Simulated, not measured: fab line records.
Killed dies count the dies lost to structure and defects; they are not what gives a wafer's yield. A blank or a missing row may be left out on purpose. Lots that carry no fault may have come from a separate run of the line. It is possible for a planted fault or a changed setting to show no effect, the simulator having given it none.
8D (eight disciplines) problem report, filled in by code || flow nand_harc || the parts of the form that need people (team, actions taken, sign-off) are left out

1. THE PROBLEM
killed_at_array at NHARC_END_SORT_01 reads a mean of 674 on 3 wafers of 2 lots; wafers without a fault read 55 with a standard deviation of 17. That puts it +36 standard deviations away from the usual mean.
First observed at day 28 21:55: wafer L984.4, on prober-02. At this step, 3 wafers from 2 lots have a number in the record. Rule for "out" (also "out of limits"): further than 4 standard deviations from the usual mean. All remaining wafers that have a number are taken as sound.

2. WHAT IT IS, AND WHAT IT ISN'T
{"question": "which readings at this step", "is": "killed_at_array, killed_dies", "is not": "killed_at_other, killed_at_periphery, killed_open, killed_short"}
{"question": "which lots", "is": "L984, L985", "is not": "-"}
{"question": "which wafers of those lots", "is": "all that have a number", "is not": "-"}
{"question": "read on which gauges", "is": "prober-02", "is not": "-"}
{"question": "when", "is": "from day 28 21:55", "is not": "up to then (0 sound wafers)"}

3. SUSPECTS, AND WHAT RULES EACH OUT
Counting: a tool at any process step up to the reading remains a suspect when it ran all the lots that are out and ran no sound lot after the first of those.
- the gauge at NHARC_END_SORT_01: kept. All the wafers that are out were read on prober-02, and no step on other tools shows them out.
- rie_diel-08 at NHARC_A_CONTACT_ETCH_110 (etches the open film in CF4/O2, target depth 60 nm, overetch 6 nm, time 33 s): kept. It ran every lot that is out, first L984 (day 26 17:35), and no sound lot after that.
- rie_diel-08 at NHARC_A_CONTACT_STRIP_26 (strips in O2): kept. It ran every lot that is out, first L984 (day 26 18:16), and no sound lot after that. With no start given for some of its lots, NHARC_A_CONTACT_STRIP_26 uses the hours and lot order of NHARC_A_CONTACT_ALD_18.
- ald_metal-01 at NHARC_A_CONTACT_ALD_18 (deposits TiN, target thk 3 nm, pulse time 1 s, ald cycles 150): kept. It ran every lot that is out, first L984 (day 26 18:16), and no sound lot after that.
Left after counting: rie_diel-08 at NHARC_A_CONTACT_ETCH_110, rie_diel-08 at NHARC_A_CONTACT_STRIP_26, ald_metal-01 at NHARC_A_CONTACT_ALD_18, prober-02 at NHARC_END_SORT_01.

4. THE CAUSE (what the simulator had put in)
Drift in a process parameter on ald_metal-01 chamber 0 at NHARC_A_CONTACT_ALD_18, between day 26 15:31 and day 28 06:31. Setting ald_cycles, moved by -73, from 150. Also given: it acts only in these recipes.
4 suspects survive the count, and this tool is in that group.

5. THE CHAIN OF EFFECTS, in route order
One row per reading whose mean, taken over the struck wafers that have a number, lies over 3 standard deviations from the usual. Readings are gone through only where the record gives a usual standard deviation; hours: the median, over the lots, of the time from a lot's start at the first step in this table giving one to that lot's start at this step; sigmas: the change measured in usual standard deviations.
{"hours": 0, "step": "NHARC_END_SORT_01", "reading": "killed_at_array", "usual": 55, "on struck wafers": 674, "change": "+619", "sigmas": "+36"}
{"hours": 0, "step": "NHARC_END_SORT_01", "reading": "killed_dies", "usual": 60, "on struck wafers": 677, "change": "+617", "sigmas": "+34"}

6. HOW IT WOULD HAVE BEEN CAUGHT EARLIER
The first out-of-limits reading at a measuring or inspecting step in this record came at day 28 21:55, 54 hours after the fault's start at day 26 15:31.
Tool readings at NHARC_A_CONTACT_ALD_18 with a usual standard deviation given in the record: none out on any struck wafer, hence no alarm at a limit of 4 standard deviations on them.
Each of the lots that are out, 2 in all, had begun NHARC_A_CONTACT_ALD_18 on ald_metal-01 no later than day 28 21:55. None of them would have been spared by holding the tool at that moment.
